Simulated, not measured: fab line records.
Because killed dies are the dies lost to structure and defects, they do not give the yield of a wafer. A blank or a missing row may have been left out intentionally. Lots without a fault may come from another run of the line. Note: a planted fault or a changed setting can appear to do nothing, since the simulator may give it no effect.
Chamber matching || flow nand_harc || NHARC_P_CONTACT_ALD_22 on ald_metal-04: 3 sister chambers
The step deposits TiN, target thk 3 nm, pulse time 1 s, ald cycles 150. 3 wafers are shown with their chamber, then 5 later ones without.

== WAFERS, EACH WITH ITS CHAMBER ==
{"wafer": "L085.2", "chamber": 1, "heater_power_w (W)": 981}
{"wafer": "L084.4", "chamber": 3, "heater_power_w (W)": 1150}
{"wafer": "L087.1", "chamber": 0, "heater_power_w (W)": 1029}

== WAFERS WITHOUT THEIR CHAMBER ==
{"wafer": "L087.6", "heater_power_w (W)": 973}
{"wafer": "L091.4", "heater_power_w (W)": 1040}
{"wafer": "L095.3", "heater_power_w (W)": 1060}
{"wafer": "L095.4", "heater_power_w (W)": 1003}
{"wafer": "L095.6", "heater_power_w (W)": 1071}

== WHICH CHAMBER EACH ONE RAN IN ==
{"wafer": "L087.6", "from the rows above": "can't be placed: 1 or 0", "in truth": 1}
{"wafer": "L091.4", "from the rows above": "can't be placed: 0 or 1", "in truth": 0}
{"wafer": "L095.3", "from the rows above": "can't be placed: 0 or 1", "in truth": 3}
{"wafer": "L095.4", "from the rows above": "can't be placed: 1 or 0", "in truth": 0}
{"wafer": "L095.6", "from the rows above": "can't be placed: 0 or 3 or 1", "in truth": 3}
Correctly placed: 0 of 5. These rows do not allow placing 5 (true chamber among the candidates in 4). Wrongly placed: 0.
How it was worked out, from the rows above alone: a wafer's distance from a chamber is the root of the sum, over the readings, of the square of ((its reading less the chamber's mean) divided by the reading's scatter). The wafer belongs to the nearest chamber; if the next one is less than 2 further off, it can't be placed. For every chamber, the mean is computed from those of its wafers that are shown. The scatter (one wafer shown for each chamber): square how far every hidden wafer sits from the nearest shown wafer, average those squares and take the square root.
